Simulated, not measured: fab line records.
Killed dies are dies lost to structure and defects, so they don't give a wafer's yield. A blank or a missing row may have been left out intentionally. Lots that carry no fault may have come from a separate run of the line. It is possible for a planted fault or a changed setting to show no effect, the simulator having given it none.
Chamber matching + flow n5-finfet + N5_BEOL_M11_CURE_72 on uv-cure-01: 3 sister chambers
The step cures SiCOH lowk, time 120 s. 22 wafers are shown with their chamber, then 11 later ones without.

WAFERS PAIRED WITH THEIR CHAMBERS
| wafer  | chamber | wafer_temp_C_max | lamp-power-pct (%) |
|--------|---------|------------------|--------------------|
| L077.2 | 0       | 371.2            | 52.43              |
| L077.4 | 0       | 371.3            | 52.28              |
| L077.6 | 0       | 371.5            | 52.25              |
| L078.3 | 2       | 373.0            | 52.38              |
| L078.4 | 2       | 372.7            | 52.34              |
| L078.6 | 2       | 373.6            | 52.28              |
| L080.2 | 1       | 372.4            | 52.37              |
| L080.4 | 1       | 372.2            | 52.33              |
| L080.6 | 1       | 371.8            | 52.41              |
| L089.1 | 2       | 372.8            | 52.30              |
| L089.3 | 2       | 372.9            | 52.23              |
| L089.6 | 2       | 372.8            | 52.36              |
| L089.2 | 2       | 372.0            | 52.30              |
| L089.4 | 2       | 371.4            | 52.33              |
| L089.5 | 2       | 371.9            | 52.25              |
| L088.1 | 0       | 371.3            | 52.31              |
| L088.2 | 0       | 371.2            | 52.32              |
| L088.3 | 0       | 371.0            | 52.25              |
| L088.4 | 0       | 371.0            | 52.34              |
| L088.5 | 0       | 371.2            | 52.32              |
| L088.6 | 0       | 370.9            | 52.32              |
| L091.2 | 2       | 373.0            | 52.29              |

SIGNATURES (means of the wafers above)
| reading          | chamber 0 | chamber 1 | chamber 2 | scatter within a chamber |
|------------------|-----------|-----------|-----------|--------------------------|
| wafer_temp_C_max | 371.178   | 372.133   | 372.610   | 0.473                    |
| lamp-power-pct   | 52.3133   | 52.3700   | 52.3060   | 0.0497                   |
Rule: distance of a wafer from a chamber = root of the sum over the readings of ((wafer's reading minus chamber's mean) / reading's scatter) squared. The wafer belongs to the nearest chamber; if the next one is less than 2 further off, it can't be placed. The scatter is the square root of a quotient: the sum, over the shown wafers, of each reading's squared deviation from its chamber's mean, divided by wafers minus chambers.

WAFERS WITH NO CHAMBER GIVEN
| wafer  | wafer_temp_C_max | lamp-power-pct (%) |
|--------|------------------|--------------------|
| L091.3 | 372.9            | 52.35              |
| L091.6 | 372.2            | 52.35              |
| L094.1 | 372.1            | 52.48              |
| L094.5 | 371.9            | 52.34              |
| L094.6 | 371.7            | 52.40              |
| L097.1 | 371.5            | 52.27              |
| L097.3 | 371.7            | 52.32              |
| L097.6 | 371.6            | 52.27              |
| L097.2 | 372.6            | 52.33              |
| L097.4 | 371.4            | 52.31              |
| L097.5 | 372.5            | 52.36              |

THE CHAMBER EACH PASSED THROUGH
| wafer  | from the rows above          | in truth |
|--------|------------------------------|----------|
| L091.3 | can't be placed: 2 or 1      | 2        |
| L091.6 | can't be placed: 1 or 2 or 0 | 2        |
| L094.1 | can't be placed: 1 or 2 or 0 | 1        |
| L094.5 | can't be placed: 1 or 0 or 2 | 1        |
| L094.6 | can't be placed: 1 or 0 or 2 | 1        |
| L097.1 | can't be placed: 0 or 1 or 2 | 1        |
| L097.3 | can't be placed: 0 or 1 or 2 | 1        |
| L097.6 | can't be placed: 0 or 2 or 1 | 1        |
| L097.2 | can't be placed: 2 or 1      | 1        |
| L097.4 | can't be placed: 0 or 1      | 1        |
| L097.5 | can't be placed: 1 or 2      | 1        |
Correct placement for 0 of the 11. Not placeable from these rows: 11 (in 11, the candidates include the true chamber). Wrongly placed: 0.
